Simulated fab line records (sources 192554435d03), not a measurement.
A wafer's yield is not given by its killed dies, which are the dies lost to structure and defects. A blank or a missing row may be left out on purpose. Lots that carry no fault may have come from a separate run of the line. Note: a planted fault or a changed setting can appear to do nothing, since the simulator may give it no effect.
fab line records	flow n5_finfet
[record] lots = 12	wafers = 30	last_day = 19
route steps=1938 shown BEOL_M5@1115 PASSIVATION@1936
lots with no fault: from the same line, run without faults
start_h: start of the lot's first displayed wafer, in hours after the record's first day	wait_h: how many hours have passed since the lot's step before this one	" the same as in the row above	L1.1+2: a single row standing in for several wafers	- value missing, or start not given	* or withheld: withheld	< > ~ a bound
route shown NAME@n: a module of which the file shows steps, and the number in the route of the first	usual: average and standard deviation across the fault-free wafers	same: alike in all rows	chamber/n: place in a boat	sites: per-site readings	_std_site: how widely they spread, as a standard deviation	_edge_site: mean of outer sites minus mean of inner sites	radius_mm: for every site, how far away it sits from the centre of the wafer	mask NAME#n: copy n	behind: the tool/chamber that last shaped the wafer	hold: why the lot was held/for how many hours/how that ended	device: names the non-switching transistor (n, p or np)	end of line: the same wafers' tests at the end of the route	a step with no rows: only its recipe	killed: dies that structure and defects cost at the first sort, which is not the same as the wafer's yield	map: dies across one wafer; x = killed, . = not, _ = none there
set.NAME: setting as actually run; set.NAME@STEP: the setting as run at that earlier step	model.NAME: the simulator's own value behind a step, which no gauge read
a sample of lots followed through the steps of the route, with each step as a table and each wafer as a row
services: a tool's chamber out of use, with start hour (start_h, from the record's first day; less than 0 if before it), hours out, and reason
[[steps]]
[step N5_BEOL_M5_PECVD_70]
[recipe] material = SiO2	target_thk_a = 160	temp_c = 400	precursor = TEOS/O2	pressure_torr = 5.5	rf_w = 450	teos_flow_sccm = 53.8	gas = O2	flow_sccm = 3000	time_s = 18
[usual] heater_power_w = 728/98	showerhead_plenum_p_Torr = 8.80/0.067	throttle_valve_pct = 22.6/1.1
lot.wafer	tool	chamber	start_h	wait_h	heater_power_w	showerhead_plenum_p_Torr	throttle_valve_pct
L920.3	pecvd-02	2	187.68	0.0	725	8.84	23.8
L920.4	"	2	"	"	719	8.83	23.6
L922.1	pecvd-04	0	230.07	0.0	831	8.67	22.2
L922.5	"	0	"	"	815	8.68	21.8
L928.1	pecvd-03	0	244.30	0.0	672	8.89	22.5
L928.2	"	2	"	"	721	8.81	21.7
L928.5	"	0	"	"	683	8.88	22.6
L925.1	pecvd-04	2	251.03	0.0	813	8.70	20.8
L925.3	"	0	"	"	851	8.68	22.1
L925.4	"	1	"	"	587	8.85	24.9
L931.2	pecvd-04	0	277.73	0.0	890	8.71	21.8
L931.4	"	1	"	"	735	8.86	24.6
L932.1	pecvd-02	2	285.99	0.0	766	8.80	21.6
L932.5	"	1	"	"	652	8.81	23.9
L938.1	pecvd-02	2	319.05	0.0	715	8.83	21.6
L938.3	"	0	"	"	797	8.83	22.6
L935.1	pecvd-04	0	323.41	0.0	871	8.71	21.7
L935.2	"	2	"	"	857	8.71	21.1
L935.4	"	0	"	"	867	8.67	21.9
L939.1	pecvd-03	0	328.04	0.0	682	8.88	22.6
L939.2	"	2	"	"	799	8.84	22.1
L939.5	"	0	"	"	670	8.88	22.7
L940.1	pecvd-03	0	333.54	0.0	714	8.89	22.7
L940.5	"	0	"	"	702	8.88	22.7
L940.6	"	1	"	"	536	8.80	22.4
L941.3	pecvd-03	0	350.10	0.0	595	8.87	22.7
L941.5	"	1	"	"	544	8.80	22.5
L941.6	"	0	"	"	612	8.89	22.8
L942.1	pecvd-04	0	351.03	0.0	881	8.69	22.1
L942.4	"	0	"	"	885	8.65	22.0
[step N5_BEOL_M5_DESCUM_16]
[recipe] chemistry = O2	time_s = 7	source_power_w = 50	bias_power_w = 20	pressure_mtorr = 20	rf_frequency_hz = 2.712e+07	temp_c = 40	resist = CAR-EUV	o2_flow_sccm = 225
[usual] drypump_motor_current_A = 5.79/0.26	oes_product_au = 0.78/0.079	rf_vpp_V = 242.9/1.3	showerhead_plenum_p_Torr = 2.07/0.059	throttle_valve_pct = 20.3/0.31
lot.wafer	tool	chamber	start_h	wait_h	drypump_motor_current_A	oes_product_au	rf_hours_counter_h	rf_vpp_V	showerhead_plenum_p_Torr	throttle_valve_pct
L920.3	rie_diel-06	0	188.74	0.0	5.92	0.74	148	245.6	2.15	20.3
L920.4	"	1	"	"	6.27	0.74	212	241.4	1.97	20.1
L922.1	rie_diel-05	1	232.24	0.0	5.15	0.70	189	241.9	2.00	20.8
L922.5	"	3	"	"	5.75	0.82	-	242.2	2.01	20.0
L928.1	rie_diel-01	2	245.65	0.0	5.66	0.70	226	244.0	2.15	20.6
L928.2	"	0	"	"	5.65	0.81	88	243.3	2.04	20.0
L928.5	"	3	"	"	5.86	0.89	-	243.4	2.11	19.8
L925.1	rie_diel-05	0	253.12	0.0	5.79	0.72	207	242.8	2.07	20.5
L925.3	"	3	"	"	5.75	0.82	108	241.1	2.01	20.0
L925.4	"	0	"	"	5.76	0.72	-	242.0	2.07	20.5
L931.2	rie_diel-05	3	280.01	0.0	5.77	0.80	115	241.8	2.01	20.0
L931.4	"	2	"	"	5.65	1.00	4	242.6	2.08	20.6
L932.1	rie_diel-01	0	286.60	0.0	5.67	0.80	101	242.5	2.04	20.1
L932.5	"	3	"	"	5.85	0.87	-	242.6	2.10	19.9
L938.1	rie_diel-06	1	321.71	0.2	6.24	0.71	245	240.1	1.96	20.2
L938.3	"	3	"	"	5.43	0.80	86	244.8	2.17	20.3
L935.1	rie_diel-06	0	326.00	0.2	5.88	0.72	186	243.6	2.14	20.4
L935.2	"	3	"	"	5.40	0.80	88	244.7	2.17	20.3
L935.4	"	1	"	"	6.26	0.71	247	242.5	1.96	20.2
L939.1	rie_diel-01	0	329.58	0.0	5.65	0.77	116	242.3	2.03	20.1
L939.2	"	1	"	"	6.10	0.78	109	243.9	2.08	20.3
L939.5	"	3	"	"	5.86	0.84	-	244.2	2.10	19.9
L940.1	rie_diel-01	0	336.79	0.1	5.65	0.78	118	243.2	2.03	20.1
L940.5	"	1	"	"	6.11	0.78	-	245.3	2.08	20.3
L940.6	"	3	"	"	5.84	0.84	-	242.7	2.10	19.9
L941.3	rie_diel-05	0	352.02	0.3	5.74	0.69	234	242.9	2.06	20.6
L941.5	"	0	"	"	5.74	0.70	-	243.1	2.06	20.6
L941.6	"	1	"	"	5.18	0.67	-	242.5	1.99	20.9
L942.1	rie_diel-01	0	353.05	0.2	5.66	0.77	124	242.5	2.03	20.1
L942.4	"	3	"	"	5.86	0.83	-	243.0	2.09	19.9
[step N5_BEOL_M5_ETCH_72]
[recipe] chemistry = N2/H2	target = underlayer	target_depth_a = 65	mask_material = CAR-EUV	time_s = 5.2	ion_energy_ev = 200	pressure_mtorr = 30	source_w = 840	bias_w = 150	n2_flow_sccm = 200	h2_flow_sccm = 200	ends = cleared
[usual] bias_w = 150.0/0.5	drypump_motor_current_A = 5.80/0.26	etch_rf_on_time_s = 5.18/0.14	oes_product_au = 0.67/0.069	rf_vpp_V = 523.6/2.8	showerhead_plenum_p_Torr = 2.52/0.082	throttle_valve_pct = 17.8/0.32
lot.wafer	tool	chamber	start_h	wait_h	bias_w	drypump_motor_current_A	etch_rf_on_time_s	oes_product_au	rf_hours_counter_h	rf_vpp_V	showerhead_plenum_p_Torr	throttle_valve_pct
L920.3	rie_diel-06	0	188.77	0.0	149.0	5.90	5.16	0.65	148	526.2	2.64	17.9
L920.4	"	1	"	"	149.7	6.24	5.04	0.63	212	518.8	2.42	17.7
L922.1	rie_diel-05	1	232.28	0.0	149.9	5.19	5.27	0.62	189	521.8	2.40	18.0
L922.5	"	3	"	"	149.4	5.77	4.92	0.72	-	521.2	2.47	17.6
L928.1	rie_diel-01	2	245.68	0.0	149.5	5.68	5.12	0.61	226	527.4	2.63	18.2
L928.2	"	0	"	"	149.9	5.68	5.22	0.70	88	519.8	2.46	17.4
L928.5	"	3	"	"	150.3	5.86	5.05	0.78	-	523.5	2.56	17.2
L925.1	rie_diel-05	0	253.15	0.0	150.3	5.80	5.34	0.61	207	523.8	2.51	17.9
L925.3	"	3	"	"	150.0	5.76	4.96	0.69	108	520.2	2.46	17.6
L925.4	"	0	"	"	150.4	5.79	5.33	0.61	-	521.0	2.51	17.9
L931.2	rie_diel-05	3	280.05	0.0	150.0	5.76	4.97	0.70	115	519.2	2.46	17.6
L931.4	"	2	"	"	149.9	5.67	5.35	0.81	4	523.0	2.49	17.8
L932.1	rie_diel-01	0	286.63	0.0	150.3	5.67	5.07	0.70	101	520.5	2.46	17.4
L932.5	"	3	"	"	150.3	5.88	4.94	0.77	-	527.1	2.56	17.3
L938.1	rie_diel-06	1	321.75	0.0	149.1	6.31	5.17	0.62	245	519.5	2.41	17.7
L938.3	"	3	"	"	149.9	5.44	5.46	0.67	86	529.0	2.68	17.9
L935.1	rie_diel-06	0	326.04	0.0	149.7	5.90	5.23	0.62	186	527.1	2.62	18.0
L935.2	"	3	"	"	149.8	5.40	5.35	0.67	88	527.7	2.68	17.9
L935.4	"	1	"	"	150.9	6.27	4.99	0.62	247	519.4	2.41	17.8
L939.1	rie_diel-01	0	329.61	0.0	149.7	5.67	5.23	0.67	116	520.8	2.45	17.4
L939.2	"	1	"	"	150.5	6.13	5.33	0.66	109	525.4	2.57	18.0
L939.5	"	3	"	"	149.7	5.86	5.06	0.74	-	525.3	2.55	17.3
L940.1	rie_diel-01	0	336.82	0.0	150.1	5.67	5.29	0.67	118	520.5	2.45	17.4
L940.5	"	1	"	"	149.8	6.12	5.31	0.66	-	525.9	2.57	18.0
L940.6	"	3	"	"	150.0	5.82	5.12	0.74	-	525.8	2.55	17.3
L941.3	rie_diel-05	0	352.06	0.0	150.4	5.80	5.37	0.59	234	524.7	2.49	17.9
L941.5	"	0	"	"	150.2	5.81	5.42	0.58	-	522.1	2.49	17.9
L941.6	"	1	"	"	150.2	5.20	5.27	0.59	-	517.5	2.39	18.0
L942.1	rie_diel-01	0	353.08	0.0	150.4	5.65	5.25	0.65	124	521.7	2.45	17.5
L942.4	"	3	"	"	149.7	5.86	5.06	0.73	-	523.0	2.55	17.3
[step N5_BEOL_M5_COAT_74]
[recipe] resist = underlayer	temp_c = 205	time_s = 60	spin_rpm = 1500	resist_thk_nm = 5
[usual] exhaust_pa = 45.0/0.81	heater_power_total_W = 391.7/1.3	plate_temp_C = 205.00/0.15	spin_speed_rpm = 1499.9/1.1
lot.wafer	tool	chamber	start_h	wait_h	exhaust_pa	heater_power_total_W	plate_temp_C	spin_speed_rpm
L920.3	litho_track-03	0	191.17	-	45.4	391.1	204.89	1499.8
L920.4	"	0	"	"	44.1	392.3	204.74	1500.3
L922.1	litho_track-02	0	234.02	-	45.6	390.5	205.06	1501.1
L922.5	"	0	"	"	45.6	393.4	205.10	1501.4
L928.1	litho_track-03	0	246.51	-	45.8	385.2	201.99	1498.8
L928.2	"	0	"	"	46.8	385.2	201.96	1499.7
L928.5	"	0	"	"	45.5	385.1	202.00	1499.7
L925.1	litho_track-03	0	254.30	-	46.3	383.3	202.03	1498.9
L925.3	"	0	"	"	45.5	386.9	202.06	1500.2
L925.4	"	0	"	"	45.4	384.3	202.09	1499.0
L931.2	litho_track-02	0	283.95	-	45.2	389.7	205.21	1500.3
L931.4	"	0	"	"	46.1	389.5	205.09	1497.8
L932.1	litho_track-02	0	287.50	-	43.6	389.5	205.06	1500.7
L932.5	"	0	"	"	45.4	391.9	205.17	1501.5
L938.1	litho_track-02	0	322.19	-	45.6	390.5	204.84	1500.4
L938.3	"	0	"	"	44.3	389.7	204.79	1500.7
L935.1	litho_track-03	0	327.84	-	44.1	391.6	205.01	1500.1
L935.2	"	0	"	"	45.1	393.3	204.90	1499.5
L935.4	"	0	"	"	44.4	392.0	204.92	1501.9
L939.1	litho_track-05	0	330.11	-	44.0	390.3	204.82	1499.5
L939.2	"	0	"	"	45.2	390.6	205.02	1499.5
L939.5	"	0	"	"	45.0	393.7	204.88	1501.5
L940.1	litho_track-02	0	338.54	-	43.5	393.8	205.26	1499.9
L940.5	"	0	"	"	45.0	390.7	204.99	1501.1
L940.6	"	0	"	"	44.0	390.9	205.05	1503.1
L941.3	litho_track-02	0	352.64	-	43.6	391.4	204.79	1498.6
L941.5	"	0	"	"	43.7	393.5	205.06	1499.8
L941.6	"	0	"	"	43.7	392.7	204.96	1499.2
L942.1	litho_track-03	0	355.61	-	45.5	392.2	205.27	1502.4
L942.4	"	0	"	"	45.7	389.7	204.96	1500.8
[step N5_PASSIVATION_PROBE_49]
[usual] defect_limited_yield = 91.2/1.4	killed_at_M0_to_M3 = 34/9.3	killed_at_M4_up = 14/5.9	killed_at_contacts = 14/5.7	killed_at_front_end = 38/10	killed_at_other = 4/3.2	killed_dies = 104/17	killed_open = 67/13	killed_short = 33/6.9	sort_bin_5_function = 5.2/1	sort_bin_6_memory = 3.3/0.61	sort_bin_8_speed = 0.3/1.8	sort_n_pass = 1069/52
[same] gross_dies = 1180	killed_at_back_side = 0	sort_bin_4_leakage[%] = 0
lot.wafer	tool	chamber	start_h	wait_h	defect_limited_yield[%]	killed_at_M0_to_M3	killed_at_M4_up	killed_at_contacts	killed_at_front_end	killed_at_other	killed_dies	killed_open	killed_short	sort_bin_5_function[%]	sort_bin_6_memory[%]	sort_bin_8_speed[%]	sort_n_pass
L920.3	prober-01	-	292.20	0.1	90.8	37	13	15	32	12	109	66	34	5.8	3.1	0	1071
L920.4	prober-01	-	292.25	0.2	90.5	33	10	26	39	4	112	68	40	6.3	2.5	18.6	848
L922.1	prober-01	-	335.93	0.0	91.1	22	25	13	40	5	105	66	34	5.7	2.7	0.1	1074
L922.5	prober-01	-	336.13	0.2	90.4	58	12	17	24	2	113	73	36	6.0	3.3	0	1067
L928.1	prober-01	-	350.39	0.9	91.7	42	5	8	43	0	98	56	37	4.4	3.5	0.2	1081
L928.2	prober-01	-	350.44	1.0	89.6	38	23	14	45	3	123	85	34	6.9	3.5	0	1057
L928.5	prober-01	-	350.59	1.1	90.8	38	10	22	38	1	109	71	34	6.0	2.9	0	1071
L925.1	prober-02	-	354.79	0.0	92.5	20	10	13	44	1	88	59	26	4.1	2.8	0	1092
L925.3	prober-02	-	354.89	0.1	89.4	38	18	15	51	3	125	74	45	5.9	4.2	0	1055
L925.4	prober-02	-	354.94	0.2	91.6	35	9	13	35	7	99	64	28	5.0	3.2	0	1081
L931.2	prober-01	-	380.75	0.1	89.0	40	14	17	45	14	130	84	34	7.9	3.1	0	1050
L931.4	prober-01	-	380.85	0.2	91.3	43	8	16	33	3	103	61	34	5.1	3.5	0	1077
L932.1	prober-02	-	398.61	0.0	93.0	22	17	10	31	3	83	63	18	4.2	2.8	0	1097
L932.5	prober-02	-	398.81	0.2	93.6	19	19	7	28	3	76	47	26	4.5	1.8	0	1099
L938.1	prober-02	-	417.78	0.0	90.8	39	8	16	42	4	109	67	38	5.7	3.4	0	1071
L938.3	prober-02	-	417.88	0.1	91.0	30	14	10	50	2	106	63	38	5.3	3.3	0	1074
L935.1	prober-02	-	428.36	0.0	90.1	25	15	13	58	6	117	74	43	5.7	3.9	0	1063
L935.2	prober-02	-	428.41	0.1	88.9	31	13	9	77	1	131	96	34	7.2	3.7	0	1049
L935.4	prober-02	-	428.51	0.2	91.9	32	9	5	49	1	96	63	32	5.2	2.6	0	1084
L939.1	prober-01	-	428.67	0.0	91.2	28	8	21	37	10	104	63	29	5.3	3.3	0	1076
L939.2	prober-01	-	428.72	0.1	91.1	45	13	15	28	4	105	67	33	5.6	3.1	0	1075
L939.5	prober-01	-	428.87	0.2	92.0	35	12	12	32	3	94	57	31	4.5	2.8	0	1086
L940.1	prober-02	-	438.40	0.0	91.3	33	15	21	33	1	103	66	33	5.3	3.1	0	1077
L940.5	prober-02	-	438.60	0.2	93.0	28	8	12	32	3	83	59	19	3.9	2.8	0	1097
L940.6	prober-02	-	438.65	0.3	92.9	26	4	7	45	2	84	46	34	4.2	2.6	0	1096
L942.1	prober-01	-	461.54	0.7	89.5	45	15	9	47	8	124	65	44	6.3	3.6	0	1056
L942.4	prober-01	-	461.69	0.8	91.2	33	13	7	41	10	104	63	35	5.8	2.9	0	1076
L941.3	prober-01	-	461.94	0.9	93.9	23	21	14	12	2	72	53	17	3.6	2.2	0	1108
L941.5	prober-01	-	462.04	1.0	91.7	29	17	18	32	2	98	67	28	4.8	3.2	0	1082
L941.6	prober-01	-	462.09	1.0	93.0	26	14	9	31	3	83	56	27	4.2	2.7	0	1097
// killed by level:class
L920.3 MOL_CONTACT_COAG:geometric_particle:open=11 BEOL_M0_SAQP:geometric_particle:open=9 FIN_SAQP:geometric_particle:short=8 BEOL_M0_SAQP:geometric_particle:short=8 FIN_SAQP:geometric_particle:open=6 BEOL_M1:geometric_particle:open=5 DUMMY_GATE:geometric_particle:open=4 BEOL_M0:geometric_particle:open=4
L920.4 MOL_CONTACT_COAG:geometric_particle:open=22 BEOL_M2:geometric_particle:open=11 GATE_CUT:geometric_particle:short=9 FIN_SAQP:geometric_particle:open=5 FIN_SAQP:geometric_particle:short=5 GATE_CUT:geometric_particle:open=5 BEOL_M0_SAQP:geometric_particle:short=5 MOL_CONTACT_COAG:geometric_particle:short=4
L922.1 BEOL_M4:geometric_particle:open=12 STI_FIN_REVEAL:geometric_particle:open=11 MOL_CONTACT_COAG:geometric_particle:open=8 FIN_SAQP:geometric_particle:open=6 BEOL_M0_SAQP:geometric_particle:open=5 BEOL_M1:geometric_particle:open=5 BEOL_M3:geometric_particle:open=5 STI_FIN_REVEAL:geometric_particle:short=4
L922.5 BEOL_M3:geometric_particle:open=17 MOL_CONTACT_COAG:geometric_particle:open=15 BEOL_M0_SAQP:geometric_particle:open=10 BEOL_M0_SAQP:geometric_particle:short=7 BEOL_M1:geometric_particle:open=6 BEOL_M2:geometric_particle:short=6 DUMMY_GATE:geometric_particle:open=5 BEOL_M4:geometric_particle:open=5
L928.1 BEOL_M0_SAQP:geometric_particle:short=14 BEOL_M0_SAQP:geometric_particle:open=11 BEOL_M2:geometric_particle:open=11 STI_FIN_REVEAL:geometric_particle:open=9 FIN_SAQP:geometric_particle:short=7 MOL_CONTACT_COAG:geometric_particle:open=6 STARTING-WAFER:geometric_particle:short=5 FIN_SAQP:geometric_particle:open=4
L928.2 BEOL_M0_SAQP:geometric_particle:open=15 BEOL_M4:geometric_particle:open=14 MOL_CONTACT_COAG:geometric_particle:open=12 STI_FIN_REVEAL:geometric_particle:open=10 BEOL_M0_SAQP:geometric_particle:short=8 BEOL_M2:geometric_particle:open=7 FIN_SAQP:geometric_particle:short=6 FIN_SAQP:geometric_particle:open=6
L928.5 MOL_CONTACT_COAG:geometric_particle:open=19 BEOL_M0_SAQP:geometric_particle:short=15 STI_FIN_REVEAL:geometric_particle:open=12 BEOL_M4:geometric_particle:open=10 BEOL_M0_SAQP:geometric_particle:open=8 FIN_SAQP:geometric_particle:short=6 STARTING-WAFER:geometric_particle:open=5 FIN_SAQP:geometric_particle:open=4
L925.1 FIN_SAQP:geometric_particle:short=12 FIN_SAQP:geometric_particle:open=8 STI_FIN_REVEAL:geometric_particle:open=8 MOL_CONTACT_COAG:geometric_particle:open=7 DUMMY_GATE:geometric_particle:open=6 MOL_CONTACT_COAG:geometric_particle:short=6 BEOL_M1:geometric_particle:open=5 BEOL_M4:geometric_particle:open=5
L925.3 FIN_SAQP:geometric_particle:short=19 FIN_SAQP:geometric_particle:open=12 MOL_CONTACT_COAG:geometric_particle:open=12 BEOL_M1:geometric_particle:open=11 STI_FIN_REVEAL:geometric_particle:open=8 BEOL_M0_SAQP:geometric_particle:short=6 DUMMY_GATE:geometric_particle:open=5 BEOL_M2:geometric_particle:open=4
L925.4 MOL_CONTACT_COAG:geometric_particle:open=12 STI_FIN_REVEAL:geometric_particle:open=9 FIN_SAQP:geometric_particle:open=7 BEOL_M1:geometric_particle:open=7 FIN_SAQP:geometric_particle:short=6 BEOL_M3:geometric_particle:short=5 BEOL_M3:geometric_particle:open=4 BEOL_M0_SAQP:geometric_particle:open=3
L931.2 MOL_CONTACT_COAG:geometric_particle:open=14 FIN_SAQP:geometric_particle:open=12 BEOL_M1:geometric_particle:open=12 STI_FIN_REVEAL:geometric_particle:open=10 PASSIVATION:area_etch=9 BEOL_M3:geometric_particle:open=8 GATE_CUT:geometric_particle:short=6 BEOL_M0_SAQP:geometric_particle:short=6
L931.4 MOL_CONTACT_COAG:geometric_particle:open=12 FIN_SAQP:geometric_particle:short=9 BEOL_M0_SAQP:geometric_particle:short=8 BEOL_M0_SAQP:geometric_particle:open=7 BEOL_M1:geometric_particle:open=7 BEOL_M3:geometric_particle:open=7 FIN_SAQP:geometric_particle:open=6 BEOL_M2:geometric_particle:open=6
L932.1 MOL_CONTACT_COAG:geometric_particle:open=9 BEOL_M2:geometric_particle:open=7 BEOL_M4:geometric_particle:open=7 STI_FIN_REVEAL:geometric_particle:open=6 BEOL_M1:geometric_particle:open=6 FIN_SAQP:geometric_particle:open=5 STARTING-WAFER:geometric_particle:short=4 DUMMY_GATE:geometric_particle:open=3
L932.5 STI_FIN_REVEAL:geometric_particle:open=10 BEOL_M4:geometric_particle:open=7 FIN_SAQP:geometric_particle:short=5 MOL_CONTACT_COAG:geometric_particle:open=5 BEOL_M2:geometric_particle:open=4 GATE_CUT:geometric_particle:short=3 BEOL_M0_SAQP:geometric_particle:short=3 BEOL_M3:geometric_particle:open=3
L938.1 DUMMY_GATE:geometric_particle:open=12 MOL_CONTACT_COAG:geometric_particle:open=12 BEOL_M0_SAQP:geometric_particle:short=9 BEOL_M1:geometric_particle:open=8 FIN_SAQP:geometric_particle:open=7 BEOL_M0_SAQP:geometric_particle:open=5 GATE_CUT:geometric_particle:short=5 BEOL_M3:geometric_particle:open=5
L938.3 FIN_SAQP:geometric_particle:open=15 FIN_SAQP:geometric_particle:short=11 BEOL_M0_SAQP:geometric_particle:open=10 MOL_CONTACT_COAG:geometric_particle:open=8 BEOL_M2:geometric_particle:open=7 GATE_CUT:geometric_particle:short=6 BEOL_M0_SAQP:geometric_particle:short=6 STI_FIN_REVEAL:geometric_particle:open=5
L935.1 STI_FIN_REVEAL:geometric_particle:open=20 MOL_CONTACT_COAG:geometric_particle:open=10 FIN_SAQP:geometric_particle:short=9 BEOL_M2:geometric_particle:open=7 BEOL_M4:geometric_particle:open=7 FIN_SAQP:geometric_particle:open=6 BEOL_M2:geometric_particle:short=6 GATE_CUT:geometric_particle:short=5
L935.2 STI_FIN_REVEAL:geometric_particle:open=49 STI_FIN_REVEAL:geometric_particle:short=11 MOL_CONTACT_COAG:geometric_particle:open=7 BEOL_M0_SAQP:geometric_particle:open=7 BEOL_M5:geometric_particle:open=7 BEOL_M2:geometric_particle:open=6 BEOL_M0_SAQP:geometric_particle:short=5 FIN_SAQP:geometric_particle:short=4
L935.4 STI_FIN_REVEAL:geometric_particle:open=16 FIN_SAQP:geometric_particle:open=8 BEOL_M0_SAQP:geometric_particle:short=7 BEOL_M0_SAQP:geometric_particle:open=7 STI_FIN_REVEAL:geometric_particle:short=5 GATE_CUT:geometric_particle:short=5 BEOL_M1:geometric_particle:open=4 FIN_SAQP:geometric_particle:short=3
L939.1 MOL_CONTACT_COAG:geometric_particle:open=15 BEOL_M2:geometric_particle:open=10 FIN_SAQP:geometric_particle:open=7 GATE_CUT:geometric_particle:short=7 BEOL_M3:geometric_particle:open=6 PASSIVATION:area_etch=6 FIN_CUT:geometric_particle:short=5 MOL_CONTACT_COAG:geometric_particle:short=5
L939.2 BEOL_M2:geometric_particle:open=15 MOL_CONTACT_COAG:geometric_particle:open=11 BEOL_M3:geometric_particle:open=10 BEOL_M1:geometric_particle:open=8 FIN_SAQP:geometric_particle:short=5 BEOL_M0_SAQP:geometric_particle:short=5 STI_FIN_REVEAL:geometric_particle:open=5 BEOL_M4:geometric_particle:open=5
L939.5 FIN_SAQP:geometric_particle:open=8 MOL_CONTACT_COAG:geometric_particle:open=8 BEOL_M0_SAQP:geometric_particle:open=8 BEOL_M3:geometric_particle:open=6 BEOL_M0_SAQP:geometric_particle:short=5 STARTING-WAFER:geometric_particle:short=5 FIN_SAQP:geometric_particle:short=4 STI_FIN_REVEAL:geometric_particle:open=4
L940.1 MOL_CONTACT_COAG:geometric_particle:open=16 STI_FIN_REVEAL:geometric_particle:open=10 BEOL_M2:geometric_particle:open=10 BEOL_M4:geometric_particle:open=6 BEOL_M0_SAQP:geometric_particle:short=5 BEOL_M1:geometric_particle:open=5 BEOL_M2:geometric_particle:short=5 DUMMY_GATE:geometric_particle:open=4
L940.5 MOL_CONTACT_COAG:geometric_particle:open=12 STI_FIN_REVEAL:geometric_particle:open=9 BEOL_M3:geometric_particle:open=7 DUMMY_GATE:geometric_particle:open=6 BEOL_M0_SAQP:geometric_particle:short=6 BEOL_M0_SAQP:geometric_particle:open=5 BEOL_M2:geometric_particle:open=4 GATE_CUT:geometric_particle:short=3
L940.6 STI_FIN_REVEAL:geometric_particle:open=12 BEOL_M0_SAQP:geometric_particle:short=9 STI_FIN_REVEAL:geometric_particle:short=7 BEOL_M3:geometric_particle:open=6 GATE_CUT:geometric_particle:short=5 MOL_CONTACT_COAG:geometric_particle:open=5 BEOL_M0_SAQP:geometric_particle:open=5 DUMMY_GATE:geometric_particle:open=4
L942.1 BEOL_M3:geometric_particle:open=13 FIN_SAQP:geometric_particle:short=11 BEOL_M0_SAQP:geometric_particle:short=8 FIN_CUT:area_etch=8 BEOL_M1:geometric_particle:open=7 MOL_CONTACT_COAG:geometric_particle:open=6 BEOL_M4:geometric_particle:open=6 ILD0:geometric_particle:short=5
L942.4 FIN_SAQP:geometric_particle:short=12 FIN_SAQP:geometric_particle:open=11 BEOL_M2:geometric_particle:open=8 BEOL_M3:geometric_particle:open=6 BEOL_M0_SAQP:geometric_particle:short=4 MOL_CONTACT_COAG:geometric_particle:open=4 BEOL_M1:geometric_particle:open=4 STARTING-WAFER:geometric_particle:short=4
L941.3 MOL_CONTACT_COAG:geometric_particle:open=13 BEOL_M2:geometric_particle:open=10 BEOL_M4:geometric_particle:open=8 BEOL_M0_SAQP:geometric_particle:open=4 BEOL_M0_SAQP:geometric_particle:short=4 BEOL_M8:geometric_particle:open=3 BEOL_M6:geometric_particle:open=3 STI_FIN_REVEAL:geometric_particle:open=2
L941.5 MOL_CONTACT_COAG:geometric_particle:open=16 BEOL_M0_SAQP:geometric_particle:open=11 BEOL_M4:geometric_particle:open=9 BEOL_M0_SAQP:geometric_particle:short=8 STI_FIN_REVEAL:geometric_particle:open=7 STARTING-WAFER:geometric_particle:short=5 BEOL_M3:geometric_particle:open=3 BEOL_M5:geometric_particle:open=3
L941.6 BEOL_M0_SAQP:geometric_particle:open=8 BEOL_M2:geometric_particle:open=8 FIN_SAQP:geometric_particle:open=7 MOL_CONTACT_COAG:geometric_particle:open=6 BEOL_M4:geometric_particle:open=5 STI_FIN_REVEAL:geometric_particle:open=4 BEOL_M0_SAQP:geometric_particle:short=4 FIN_SAQP:geometric_particle:short=3
[[services]]
tool	chamber	start_h	hours	kind
rie_diel-05	2	176.92	13.9	repair
rie_diel-06	0	177.68	4.9	repair
rie_diel-06	-	185.73	0.7	repair
rie_diel-01	3	191.61	6.5	repair
pecvd-02	2	196.28	4.4	repair
rie_diel-01	1	226.27	14.9	repair
rie_diel-01	3	231.16	2.1	repair
pecvd-02	-	243.26	0.3	repair
rie_diel-01	1	243.55	4.0	repair
rie_diel-05	2	245.07	-	clean
rie_diel-05	2	245.07	-	consumable_replace:focus_ring
rie_diel-05	2	245.07	17.8	scheduled_down
rie_diel-05	2	245.07	17.8	vent_cycle
pecvd-03	-	246.62	0.8	repair
pecvd-04	2	262.03	15.0	repair
pecvd-04	-	269.34	2.8	pm
rie_diel-05	2	283.64	2.9	repair
rie_diel-05	2	290.80	7.5	repair
rie_diel-01	2	321.42	-	clean
rie_diel-01	2	321.42	-	consumable_replace:focus_ring
rie_diel-01	2	321.42	26.0	scheduled_down
rie_diel-01	2	321.42	26.0	vent_cycle
rie_diel-05	2	344.91	8.1	repair
rie_diel-01	1	352.91	9.1	repair
[[key]]
[first_sign] step = N5_BEOL_M5_COAT_74	reading = plate_temp_C	direction = down	sigmas = 20	usual = *	struck = *
[effect] step = N5_BEOL_M5_COAT_74	reading = heater_power_total_W	direction = down	sigmas = 5.1	usual = *	struck = *
met_at N5_BEOL_M5_COAT_74
struck_lots L925,L928
not_acting_at N5_BEOL_M5_PECVD_70,N5_BEOL_M5_DESCUM_16,N5_BEOL_M5_ETCH_72
onset_between 191.17 246.51
[fault] kind = process_parameter_drift	tool = litho_track-03	chamber = -	onset_h = 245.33	steps = N5_BEOL_M5_COAT_74	channel = temp_c	offset = *	shape = step	end_h = 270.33	acts_in = *	stated = *
